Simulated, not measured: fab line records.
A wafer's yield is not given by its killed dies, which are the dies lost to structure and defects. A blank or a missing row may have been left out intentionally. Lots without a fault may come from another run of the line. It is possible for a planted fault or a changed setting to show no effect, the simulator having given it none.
Which tool is to blame? / flow n5 finfet / 14 lots with 40 wafers sampled at 7 steps, on a route of 1938 steps

WHAT THE GAUGES READ, wafer by wafer
N5_BEOL_M8_CD_MEAS_18: pitch 80 nm, target cd 40 nm. Usual: cd nm 40.0 nm, standard deviation 0.71.
lot=L281; measured=day 9 07:04; on=cd sem-03; cd nm (nm)=40.4 39.7; flag=
lot=L282; measured=day 9 13:44; on=cd sem-01; cd nm (nm)=41.2 39.5 41.1; flag=
lot=L284; measured=day 9 18:19; on=cd sem-01; cd nm (nm)=- - -; flag=OFF
lot=L283; measured=day 9 18:41; on=cd sem-02; cd nm (nm)=- - -; flag=OFF
lot=L285; measured=day 10 06:28; on=cd sem-03; cd nm (nm)=40.4 39.6 40.2; flag=
lot=L293; measured=day 12 17:09; on=cd sem-01; cd nm (nm)=41.3 40.9 41.1; flag=
lot=L296; measured=day 12 21:52; on=cd sem-01; cd nm (nm)=39.7 39.6 39.9; flag=
lot=L294; measured=day 12 22:08; on=cd sem-01; cd nm (nm)=40.0 40.3 39.1; flag=
lot=L298; measured=day 13 12:05; on=cd sem-01; cd nm (nm)=40.3 39.6; flag=
lot=L297; measured=day 14 05:08; on=cd sem-01; cd nm (nm)=39.9 40.2 39.6; flag=
lot=L299; measured=day 14 18:58; on=cd sem-02; cd nm (nm)=39.7 39.1 40.2; flag=
lot=L300; measured=day 15 11:05; on=cd sem-02; cd nm (nm)=40.4 39.9 40.1; flag=
lot=L303; measured=day 15 14:06; on=cd sem-03; cd nm (nm)=40.2 40.1 40.0; flag=
lot=L301; measured=day 15 14:20; on=cd sem-01; cd nm (nm)=40.0 40.1 39.1; flag=

EACH LOT AND THE TOOL THAT RAN IT (in order: tool; ch and the chambers of the sampled wafers; start)
lot=L281; N5_BEOL_M7_DEGAS_44=pvd sputter-01, day 9 02:59; N5_BEOL_M7_PRE_CLEAN_45=pvd sputter-01, day 9 03:02; N5_BEOL_M7_SURFACE_TREAT_79=pvd sputter-02, day 9 03:26; N5_BEOL_M8_ETCH_61=rie diel-01 ch 0,1, day 9 06:37; N5_BEOL_M8_ETCH_62=rie diel-01 ch 0,1, day 9 06:41; N5_BEOL_M8_HM_OPEN_17=rie metal-02 ch 0, day 9 06:52
lot=L282; N5_BEOL_M7_DEGAS_44=pvd sputter-03, day 9 08:17; N5_BEOL_M7_PRE_CLEAN_45=pvd sputter-03, day 9 08:20; N5_BEOL_M7_SURFACE_TREAT_79=pvd sputter-02, day 9 08:50; N5_BEOL_M8_ETCH_61=rie diel-05 ch 0,1,2, day 9 13:14; N5_BEOL_M8_ETCH_62=rie diel-05 ch 0,1,2, day 9 13:18; N5_BEOL_M8_HM_OPEN_17=rie metal-03 ch 0,1, day 9 13:29
lot=L284; N5_BEOL_M7_DEGAS_44=pvd sputter-02, day 9 12:53; N5_BEOL_M7_PRE_CLEAN_45=pvd sputter-02, day 9 12:55; N5_BEOL_M7_SURFACE_TREAT_79=pvd sputter-02, day 9 13:19; N5_BEOL_M8_ETCH_61=rie diel-05 ch 0,1, day 9 17:52; N5_BEOL_M8_ETCH_62=rie diel-05 ch 0,1, day 9 17:55; N5_BEOL_M8_HM_OPEN_17=rie metal-02 ch 0,1, day 9 18:06
lot=L283; N5_BEOL_M7_DEGAS_44=pvd sputter-02, day 9 13:12; N5_BEOL_M7_PRE_CLEAN_45=pvd sputter-02, day 9 13:14; N5_BEOL_M7_SURFACE_TREAT_79=pvd sputter-03, day 9 13:44; N5_BEOL_M8_ETCH_61=rie diel-05 ch 1,2,3, day 9 18:11; N5_BEOL_M8_ETCH_62=rie diel-05 ch 1,2,3, day 9 18:14; N5_BEOL_M8_HM_OPEN_17=rie metal-02 ch 0,1, day 9 18:25
lot=L285; N5_BEOL_M7_DEGAS_44=pvd sputter-02, day 10 00:04; N5_BEOL_M7_PRE_CLEAN_45=pvd sputter-02, day 10 00:07; N5_BEOL_M7_SURFACE_TREAT_79=pvd sputter-02, day 10 00:29; N5_BEOL_M8_ETCH_61=rie diel-05 ch 1,3, day 10 06:02; N5_BEOL_M8_ETCH_62=rie diel-05 ch 1,3, day 10 06:05; N5_BEOL_M8_HM_OPEN_17=rie metal-01 ch 0, day 10 06:17
lot=L293; N5_BEOL_M7_DEGAS_44=pvd sputter-03, day 12 10:55; N5_BEOL_M7_PRE_CLEAN_45=pvd sputter-03, day 12 10:57; N5_BEOL_M7_SURFACE_TREAT_79=pvd sputter-01, day 12 14:04; N5_BEOL_M8_ETCH_61=rie diel-01 ch 0,2,3, day 12 16:43; N5_BEOL_M8_ETCH_62=rie diel-01 ch 0,2,3, day 12 16:47; N5_BEOL_M8_HM_OPEN_17=rie metal-01 ch 0,1, day 12 16:58
lot=L296; N5_BEOL_M7_DEGAS_44=pvd sputter-01, day 12 16:10; N5_BEOL_M7_PRE_CLEAN_45=pvd sputter-01, day 12 16:13; N5_BEOL_M7_SURFACE_TREAT_79=pvd sputter-01, day 12 16:49; N5_BEOL_M8_ETCH_61=rie diel-05 ch 1,2, day 12 21:27; N5_BEOL_M8_ETCH_62=rie diel-05 ch 1,2, day 12 21:30; N5_BEOL_M8_HM_OPEN_17=rie metal-01 ch 0,1, day 12 21:41
lot=L294; N5_BEOL_M7_DEGAS_44=pvd sputter-01, day 12 16:21; N5_BEOL_M7_PRE_CLEAN_45=pvd sputter-01, day 12 16:23; N5_BEOL_M7_SURFACE_TREAT_79=pvd sputter-01, day 12 16:52; N5_BEOL_M8_ETCH_61=rie diel-05 ch 0,2,3, day 12 21:43; N5_BEOL_M8_ETCH_62=rie diel-05 ch 0,2,3, day 12 21:46; N5_BEOL_M8_HM_OPEN_17=rie metal-01 ch 0,1, day 12 21:59
lot=L298; N5_BEOL_M7_DEGAS_44=pvd sputter-01, day 13 07:32; N5_BEOL_M7_PRE_CLEAN_45=pvd sputter-01, day 13 07:34; N5_BEOL_M7_SURFACE_TREAT_79=pvd sputter-01, day 13 07:56; N5_BEOL_M8_ETCH_61=rie diel-05 ch 0,3, day 13 11:34; N5_BEOL_M8_ETCH_62=rie diel-05 ch 0,3, day 13 11:37; N5_BEOL_M8_HM_OPEN_17=rie metal-03 ch 1, day 13 11:48
lot=L297; N5_BEOL_M7_DEGAS_44=pvd sputter-03, day 14 00:52; N5_BEOL_M7_PRE_CLEAN_45=pvd sputter-03, day 14 00:54; N5_BEOL_M7_SURFACE_TREAT_79=pvd sputter-03, day 14 01:22; N5_BEOL_M8_ETCH_61=rie diel-03 ch 1,3, day 14 04:36; N5_BEOL_M8_ETCH_62=rie diel-03 ch 1,3, day 14 04:41; N5_BEOL_M8_HM_OPEN_17=rie metal-03 ch 0,1, day 14 04:58
lot=L299; N5_BEOL_M7_DEGAS_44=pvd sputter-01, day 14 12:48; N5_BEOL_M7_PRE_CLEAN_45=pvd sputter-01, day 14 12:50; N5_BEOL_M7_SURFACE_TREAT_79=pvd sputter-01, day 14 13:11; N5_BEOL_M8_ETCH_61=rie diel-01 ch 1,2,3, day 14 18:32; N5_BEOL_M8_ETCH_62=rie diel-01 ch 1,2,3, day 14 18:35; N5_BEOL_M8_HM_OPEN_17=rie metal-02 ch 0,1, day 14 18:47
lot=L300; N5_BEOL_M7_DEGAS_44=pvd sputter-02, day 15 05:54; N5_BEOL_M7_PRE_CLEAN_45=pvd sputter-02, day 15 05:56; N5_BEOL_M7_SURFACE_TREAT_79=pvd sputter-01, day 15 06:46; N5_BEOL_M8_ETCH_61=rie diel-05 ch 0,3, day 15 10:39; N5_BEOL_M8_ETCH_62=rie diel-05 ch 0,3, day 15 10:43; N5_BEOL_M8_HM_OPEN_17=rie metal-02 ch 0,1, day 15 10:56
lot=L303; N5_BEOL_M7_DEGAS_44=pvd sputter-02, day 15 08:01; N5_BEOL_M7_PRE_CLEAN_45=pvd sputter-02, day 15 08:04; N5_BEOL_M7_SURFACE_TREAT_79=pvd sputter-01, day 15 08:55; N5_BEOL_M8_ETCH_61=rie diel-01 ch 1,2, day 15 13:41; N5_BEOL_M8_ETCH_62=rie diel-01 ch 1,2, day 15 13:44; N5_BEOL_M8_HM_OPEN_17=rie metal-01 ch 0,1, day 15 13:55
lot=L301; N5_BEOL_M7_DEGAS_44=pvd sputter-01, day 15 09:30; N5_BEOL_M7_PRE_CLEAN_45=pvd sputter-01, day 15 09:33; N5_BEOL_M7_SURFACE_TREAT_79=pvd sputter-01, day 15 09:58; N5_BEOL_M8_ETCH_61=rie diel-03 ch 0,1, day 15 13:55; N5_BEOL_M8_ETCH_62=rie diel-03 ch 0,1, day 15 13:58; N5_BEOL_M8_HM_OPEN_17=rie metal-02 ch 0,1, day 15 14:09
- N5_BEOL_M7_DEGAS_44: time 60 s.
- N5_BEOL_M7_PRE_CLEAN_45: time 30 s.
- N5_BEOL_M7_SURFACE_TREAT_79
- N5_BEOL_M8_ETCH_61: etches SiARC in CF4, target depth 45.5 nm, time 75.8 s.
- N5_BEOL_M8_ETCH_62: etches SOC in N2/H2, target depth 110 nm, overetch 22 nm, time 165 s.
- N5_BEOL_M8_HM_OPEN_17: chemistry Cl2/BCl3, target TiN, target depth 20 nm, overetch 6 nm.

AS READ BY THE TOOLS THEMSELVES (means over the sampled wafers that have a number; for cases with no such wafer, the mark the record gives instead)
N5_BEOL_M7_DEGAS_44. Usual: heater power w 333 W, standard deviation 26; susceptor temp C 250.00 C, standard deviation 0.17.
lot=L281; tool=pvd sputter-01; heater power w (W)=316; susceptor temp C (C)=250.08; flag=
lot=L282; tool=pvd sputter-03; heater power w (W)=350; susceptor temp C (C)=249.84; flag=
lot=L284; tool=pvd sputter-02; heater power w (W)=347; susceptor temp C (C)=250.22; flag=
lot=L283; tool=pvd sputter-02; heater power w (W)=329; susceptor temp C (C)=250.07; flag=
lot=L285; tool=pvd sputter-02; heater power w (W)=328; susceptor temp C (C)=249.83; flag=
lot=L293; tool=pvd sputter-03; heater power w (W)=348; susceptor temp C (C)=249.95; flag=
lot=L296; tool=pvd sputter-01; heater power w (W)=320; susceptor temp C (C)=249.98; flag=
lot=L294; tool=pvd sputter-01; heater power w (W)=322; susceptor temp C (C)=250.13; flag=
lot=L298; tool=pvd sputter-01; heater power w (W)=314; susceptor temp C (C)=250.06; flag=
lot=L297; tool=pvd sputter-03; heater power w (W)=350; susceptor temp C (C)=249.96; flag=
lot=L299; tool=pvd sputter-01; heater power w (W)=315; susceptor temp C (C)=250.07; flag=
lot=L300; tool=pvd sputter-02; heater power w (W)=338; susceptor temp C (C)=249.97; flag=
lot=L303; tool=pvd sputter-02; heater power w (W)=314; susceptor temp C (C)=249.92; flag=
lot=L301; tool=pvd sputter-01; heater power w (W)=317; susceptor temp C (C)=249.96; flag=

N5_BEOL_M7_PRE_CLEAN_45. Usual: heater power w 332 W, standard deviation 27; susceptor temp C 250.02 C, standard deviation 0.18.
lot=L281; tool=pvd sputter-01; heater power w (W)=320; susceptor temp C (C)=250.00; flag=
lot=L282; tool=pvd sputter-03; heater power w (W)=347; susceptor temp C (C)=250.03; flag=
lot=L284; tool=pvd sputter-02; heater power w (W)=348; susceptor temp C (C)=250.14; flag=
lot=L283; tool=pvd sputter-02; heater power w (W)=325; susceptor temp C (C)=250.10; flag=
lot=L285; tool=pvd sputter-02; heater power w (W)=324; susceptor temp C (C)=250.02; flag=
lot=L293; tool=pvd sputter-03; heater power w (W)=351; susceptor temp C (C)=249.91; flag=
lot=L296; tool=pvd sputter-01; heater power w (W)=311; susceptor temp C (C)=250.02; flag=
lot=L294; tool=pvd sputter-01; heater power w (W)=310; susceptor temp C (C)=249.97; flag=
lot=L298; tool=pvd sputter-01; heater power w (W)=316; susceptor temp C (C)=249.88; flag=
lot=L297; tool=pvd sputter-03; heater power w (W)=349; susceptor temp C (C)=250.12; flag=
lot=L299; tool=pvd sputter-01; heater power w (W)=318; susceptor temp C (C)=250.03; flag=
lot=L300; tool=pvd sputter-02; heater power w (W)=335; susceptor temp C (C)=249.92; flag=
lot=L303; tool=pvd sputter-02; heater power w (W)=321; susceptor temp C (C)=250.01; flag=
lot=L301; tool=pvd sputter-01; heater power w (W)=317; susceptor temp C (C)=250.06; flag=

N5_BEOL_M8_ETCH_61. Usual: bias w 36.00 W, standard deviation 0.12; cf4 flow sccm 100.0 sccm, standard deviation 0.31; drypump motor current A 5.8 A, standard deviation 0.39; etch rf on time s 76.4 s, standard deviation 1.8; oes product au 0.68 a.u., standard deviation 0.081; rf vpp V 184.4 V, standard deviation 1.2; showerhead plenum p Torr 2.17 Torr, standard deviation 0.085; throttle valve pct 15.61 %, standard deviation 0.27.
lot=L281; tool=rie diel-01; bias w (W)=36.16; cf4 flow sccm (sccm)=100.2; drypump motor current A (A)=5.7; etch rf on time s (s)=75.8; oes product au (a.u.)=0.71; rf vpp V (V)=185.7; showerhead plenum p Torr (Torr)=2.21; throttle valve pct (%)=15.45; flag=
lot=L282; tool=rie diel-05; bias w (W)=35.96; cf4 flow sccm (sccm)=100.3; drypump motor current A (A)=5.9; etch rf on time s (s)=76.8; oes product au (a.u.)=0.60; rf vpp V (V)=183.9; showerhead plenum p Torr (Torr)=2.12; throttle valve pct (%)=15.78; flag=
lot=L284; tool=rie diel-05; bias w (W)=-; cf4 flow sccm (sccm)=-; drypump motor current A (A)=-; etch rf on time s (s)=-; oes product au (a.u.)=-; rf vpp V (V)=-; showerhead plenum p Torr (Torr)=-; throttle valve pct (%)=-; flag=OFF
lot=L283; tool=rie diel-05; bias w (W)=-; cf4 flow sccm (sccm)=-; drypump motor current A (A)=-; etch rf on time s (s)=-; oes product au (a.u.)=-; rf vpp V (V)=-; showerhead plenum p Torr (Torr)=-; throttle valve pct (%)=-; flag=OFF
lot=L285; tool=rie diel-05; bias w (W)=35.98; cf4 flow sccm (sccm)=100.3; drypump motor current A (A)=5.7; etch rf on time s (s)=78.1; oes product au (a.u.)=0.58; rf vpp V (V)=183.2; showerhead plenum p Torr (Torr)=2.08; throttle valve pct (%)=15.81; flag=
lot=L293; tool=rie diel-01; bias w (W)=35.95; cf4 flow sccm (sccm)=100.2; drypump motor current A (A)=5.4; etch rf on time s (s)=77.4; oes product au (a.u.)=0.70; rf vpp V (V)=185.3; showerhead plenum p Torr (Torr)=2.22; throttle valve pct (%)=15.66; flag=
lot=L296; tool=rie diel-05; bias w (W)=36.09; cf4 flow sccm (sccm)=99.9; drypump motor current A (A)=5.9; etch rf on time s (s)=76.1; oes product au (a.u.)=0.67; rf vpp V (V)=184.4; showerhead plenum p Torr (Torr)=2.17; throttle valve pct (%)=15.72; flag=
lot=L294; tool=rie diel-05; bias w (W)=36.00; cf4 flow sccm (sccm)=100.1; drypump motor current A (A)=6.1; etch rf on time s (s)=74.8; oes product au (a.u.)=0.66; rf vpp V (V)=184.5; showerhead plenum p Torr (Torr)=2.16; throttle valve pct (%)=15.59; flag=
lot=L298; tool=rie diel-05; bias w (W)=35.89; cf4 flow sccm (sccm)=99.9; drypump motor current A (A)=6.1; etch rf on time s (s)=73.5; oes product au (a.u.)=0.69; rf vpp V (V)=183.8; showerhead plenum p Torr (Torr)=2.15; throttle valve pct (%)=15.46; flag=
lot=L297; tool=rie diel-03; bias w (W)=36.04; cf4 flow sccm (sccm)=100.0; drypump motor current A (A)=5.8; etch rf on time s (s)=78.8; oes product au (a.u.)=0.69; rf vpp V (V)=183.5; showerhead plenum p Torr (Torr)=2.08; throttle valve pct (%)=15.41; flag=
lot=L299; tool=rie diel-01; bias w (W)=36.08; cf4 flow sccm (sccm)=100.2; drypump motor current A (A)=5.8; etch rf on time s (s)=76.6; oes product au (a.u.)=0.70; rf vpp V (V)=185.4; showerhead plenum p Torr (Torr)=2.19; throttle valve pct (%)=15.61; flag=
lot=L300; tool=rie diel-05; bias w (W)=35.93; cf4 flow sccm (sccm)=99.8; drypump motor current A (A)=6.1; etch rf on time s (s)=73.8; oes product au (a.u.)=0.77; rf vpp V (V)=185.2; showerhead plenum p Torr (Torr)=2.26; throttle valve pct (%)=15.25; flag=
lot=L303; tool=rie diel-01; bias w (W)=35.96; cf4 flow sccm (sccm)=99.7; drypump motor current A (A)=5.9; etch rf on time s (s)=75.6; oes product au (a.u.)=0.69; rf vpp V (V)=184.9; showerhead plenum p Torr (Torr)=2.15; throttle valve pct (%)=15.44; flag=
lot=L301; tool=rie diel-03; bias w (W)=35.88; cf4 flow sccm (sccm)=100.3; drypump motor current A (A)=6.2; etch rf on time s (s)=75.4; oes product au (a.u.)=0.79; rf vpp V (V)=184.4; showerhead plenum p Torr (Torr)=2.16; throttle valve pct (%)=15.35; flag=

N5_BEOL_M8_ETCH_62. Usual: bias w 150.0 W, standard deviation 0.46; chamber pressure mTorr 29.998 mTorr, standard deviation 0.028; drypump motor current A 5.8 A, standard deviation 0.39; n2 flow sccm 199.9 sccm, standard deviation 0.54; oes product au 0.68 a.u., standard deviation 0.076; rf vpp V 524.8 V, standard deviation 2.9; showerhead plenum p Torr 2.57 Torr, standard deviation 0.11; throttle valve pct 17.78 %, standard deviation 0.24.
lot=L281; tool=rie diel-01; bias w (W)=150.1; chamber pressure mTorr (mTorr)=30.029; drypump motor current A (A)=5.7; n2 flow sccm (sccm)=200.3; oes product au (a.u.)=0.70; rf vpp V (V)=527.1; showerhead plenum p Torr (Torr)=2.62; throttle valve pct (%)=17.68; flag=
lot=L282; tool=rie diel-05; bias w (W)=150.4; chamber pressure mTorr (mTorr)=30.000; drypump motor current A (A)=5.9; n2 flow sccm (sccm)=200.0; oes product au (a.u.)=0.60; rf vpp V (V)=522.6; showerhead plenum p Torr (Torr)=2.51; throttle valve pct (%)=17.90; flag=
lot=L284; tool=rie diel-05; bias w (W)=149.8; chamber pressure mTorr (mTorr)=30.015; drypump motor current A (A)=5.9; n2 flow sccm (sccm)=199.9; oes product au (a.u.)=0.26; rf vpp V (V)=520.9; showerhead plenum p Torr (Torr)=2.42; throttle valve pct (%)=17.79; flag=OFF
lot=L283; tool=rie diel-05; bias w (W)=149.8; chamber pressure mTorr (mTorr)=30.012; drypump motor current A (A)=5.9; n2 flow sccm (sccm)=200.0; oes product au (a.u.)=0.27; rf vpp V (V)=522.7; showerhead plenum p Torr (Torr)=2.51; throttle valve pct (%)=17.84; flag=OFF
lot=L285; tool=rie diel-05; bias w (W)=150.5; chamber pressure mTorr (mTorr)=30.007; drypump motor current A (A)=5.7; n2 flow sccm (sccm)=200.3; oes product au (a.u.)=0.58; rf vpp V (V)=522.6; showerhead plenum p Torr (Torr)=2.45; throttle valve pct (%)=17.87; flag=
lot=L293; tool=rie diel-01; bias w (W)=149.9; chamber pressure mTorr (mTorr)=29.981; drypump motor current A (A)=5.4; n2 flow sccm (sccm)=199.9; oes product au (a.u.)=0.70; rf vpp V (V)=527.4; showerhead plenum p Torr (Torr)=2.64; throttle valve pct (%)=17.88; flag=
lot=L296; tool=rie diel-05; bias w (W)=150.5; chamber pressure mTorr (mTorr)=29.992; drypump motor current A (A)=5.9; n2 flow sccm (sccm)=200.1; oes product au (a.u.)=0.66; rf vpp V (V)=525.7; showerhead plenum p Torr (Torr)=2.57; throttle valve pct (%)=17.86; flag=
lot=L294; tool=rie diel-05; bias w (W)=150.0; chamber pressure mTorr (mTorr)=29.999; drypump motor current A (A)=6.1; n2 flow sccm (sccm)=200.1; oes product au (a.u.)=0.65; rf vpp V (V)=524.3; showerhead plenum p Torr (Torr)=2.57; throttle valve pct (%)=17.76; flag=
lot=L298; tool=rie diel-05; bias w (W)=149.8; chamber pressure mTorr (mTorr)=29.997; drypump motor current A (A)=6.1; n2 flow sccm (sccm)=199.8; oes product au (a.u.)=0.67; rf vpp V (V)=523.1; showerhead plenum p Torr (Torr)=2.54; throttle valve pct (%)=17.63; flag=
lot=L297; tool=rie diel-03; bias w (W)=149.7; chamber pressure mTorr (mTorr)=29.997; drypump motor current A (A)=5.8; n2 flow sccm (sccm)=199.7; oes product au (a.u.)=0.71; rf vpp V (V)=521.6; showerhead plenum p Torr (Torr)=2.46; throttle valve pct (%)=17.58; flag=
lot=L299; tool=rie diel-01; bias w (W)=150.1; chamber pressure mTorr (mTorr)=30.013; drypump motor current A (A)=5.7; n2 flow sccm (sccm)=200.2; oes product au (a.u.)=0.70; rf vpp V (V)=525.8; showerhead plenum p Torr (Torr)=2.61; throttle valve pct (%)=17.85; flag=
lot=L300; tool=rie diel-05; bias w (W)=149.9; chamber pressure mTorr (mTorr)=29.995; drypump motor current A (A)=6.1; n2 flow sccm (sccm)=199.8; oes product au (a.u.)=0.75; rf vpp V (V)=527.0; showerhead plenum p Torr (Torr)=2.69; throttle valve pct (%)=17.45; flag=
lot=L303; tool=rie diel-01; bias w (W)=149.8; chamber pressure mTorr (mTorr)=30.021; drypump motor current A (A)=5.9; n2 flow sccm (sccm)=199.4; oes product au (a.u.)=0.68; rf vpp V (V)=524.3; showerhead plenum p Torr (Torr)=2.57; throttle valve pct (%)=17.72; flag=
lot=L301; tool=rie diel-03; bias w (W)=149.9; chamber pressure mTorr (mTorr)=30.006; drypump motor current A (A)=6.2; n2 flow sccm (sccm)=200.5; oes product au (a.u.)=0.78; rf vpp V (V)=524.7; showerhead plenum p Torr (Torr)=2.56; throttle valve pct (%)=17.53; flag=

N5_BEOL_M8_HM_OPEN_17. Usual: drypump motor current A 6.05 A, standard deviation 0.27; mfc cl2 sccm 53.27 sccm, standard deviation 0.17; oes_ar_750_au 0.80 a.u., standard deviation 0.11; oes product au 0.69 a.u., standard deviation 0.092; throttle valve pct 21.99 %, standard deviation 0.17.
lot=L281; tool=rie metal-02; drypump motor current A (A)=5.64; mfc cl2 sccm (sccm)=53.46; oes_ar_750_au (a.u.)=0.93; oes product au (a.u.)=0.78; throttle valve pct (%)=22.07; flag=
lot=L282; tool=rie metal-03; drypump motor current A (A)=5.90; mfc cl2 sccm (sccm)=53.27; oes_ar_750_au (a.u.)=0.91; oes product au (a.u.)=0.77; throttle valve pct (%)=22.05; flag=
lot=L284; tool=rie metal-02; drypump motor current A (A)=6.05; mfc cl2 sccm (sccm)=53.20; oes_ar_750_au (a.u.)=0.74; oes product au (a.u.)=0.28; throttle valve pct (%)=22.62; flag=OFF
lot=L283; tool=rie metal-02; drypump motor current A (A)=5.86; mfc cl2 sccm (sccm)=53.35; oes_ar_750_au (a.u.)=0.83; oes product au (a.u.)=0.31; throttle valve pct (%)=22.69; flag=OFF
lot=L285; tool=rie metal-01; drypump motor current A (A)=5.94; mfc cl2 sccm (sccm)=53.24; oes_ar_750_au (a.u.)=0.91; oes product au (a.u.)=0.81; throttle valve pct (%)=22.02; flag=
lot=L293; tool=rie metal-01; drypump motor current A (A)=6.23; mfc cl2 sccm (sccm)=53.44; oes_ar_750_au (a.u.)=0.74; oes product au (a.u.)=0.65; throttle valve pct (%)=21.94; flag=
lot=L296; tool=rie metal-01; drypump motor current A (A)=6.09; mfc cl2 sccm (sccm)=53.50; oes_ar_750_au (a.u.)=0.81; oes product au (a.u.)=0.71; throttle valve pct (%)=22.00; flag=
lot=L294; tool=rie metal-01; drypump motor current A (A)=6.09; mfc cl2 sccm (sccm)=53.32; oes_ar_750_au (a.u.)=0.81; oes product au (a.u.)=0.72; throttle valve pct (%)=21.98; flag=
lot=L298; tool=rie metal-03; drypump motor current A (A)=5.96; mfc cl2 sccm (sccm)=53.03; oes_ar_750_au (a.u.)=0.88; oes product au (a.u.)=0.74; throttle valve pct (%)=21.97; flag=
lot=L297; tool=rie metal-03; drypump motor current A (A)=5.91; mfc cl2 sccm (sccm)=53.32; oes_ar_750_au (a.u.)=0.84; oes product au (a.u.)=0.71; throttle valve pct (%)=22.08; flag=
lot=L299; tool=rie metal-02; drypump motor current A (A)=6.06; mfc cl2 sccm (sccm)=53.05; oes_ar_750_au (a.u.)=0.71; oes product au (a.u.)=0.61; throttle valve pct (%)=22.01; flag=
lot=L300; tool=rie metal-02; drypump motor current A (A)=5.86; mfc cl2 sccm (sccm)=53.21; oes_ar_750_au (a.u.)=0.79; oes product au (a.u.)=0.66; throttle valve pct (%)=22.07; flag=
lot=L303; tool=rie metal-01; drypump motor current A (A)=6.22; mfc cl2 sccm (sccm)=53.14; oes_ar_750_au (a.u.)=0.73; oes product au (a.u.)=0.65; throttle valve pct (%)=21.94; flag=
lot=L301; tool=rie metal-02; drypump motor current A (A)=6.09; mfc cl2 sccm (sccm)=53.45; oes_ar_750_au (a.u.)=0.70; oes product au (a.u.)=0.61; throttle valve pct (%)=21.99; flag=

THE ANSWER, worked out from the rows above alone
Rule: a lot counts as off when the mean over its wafers that have a number is more than 3 standard deviations away from the usual mean. A lot without any number at a reading at which 4 lots or more have one is off too. The other lots that the step has rows for count as sound. After the gauges, taken in route order, come the tools' own readings; for these a lot's mean is taken, as printed above. At the first step where some lot is off, the reading lying furthest off is the one used; lots without a number count as furthest.
Off, at N5_BEOL_M8_CD_MEAS_18 on cd nm: L284, L283. Without a number there: L284, L283.
A tool fits if, at a process step before that reading, it ran every lot that is off, and no sound lot after the first of them. The gauges at N5_BEOL_M8_CD_MEAS_18 aren't tried: what is off there is off at N5_BEOL_M8_ETCH_61 too, on other tools, and a gauge's error can't cause that. Not one of the candidates tried fits.

WHAT THE SIMULATOR HAD INSERTED
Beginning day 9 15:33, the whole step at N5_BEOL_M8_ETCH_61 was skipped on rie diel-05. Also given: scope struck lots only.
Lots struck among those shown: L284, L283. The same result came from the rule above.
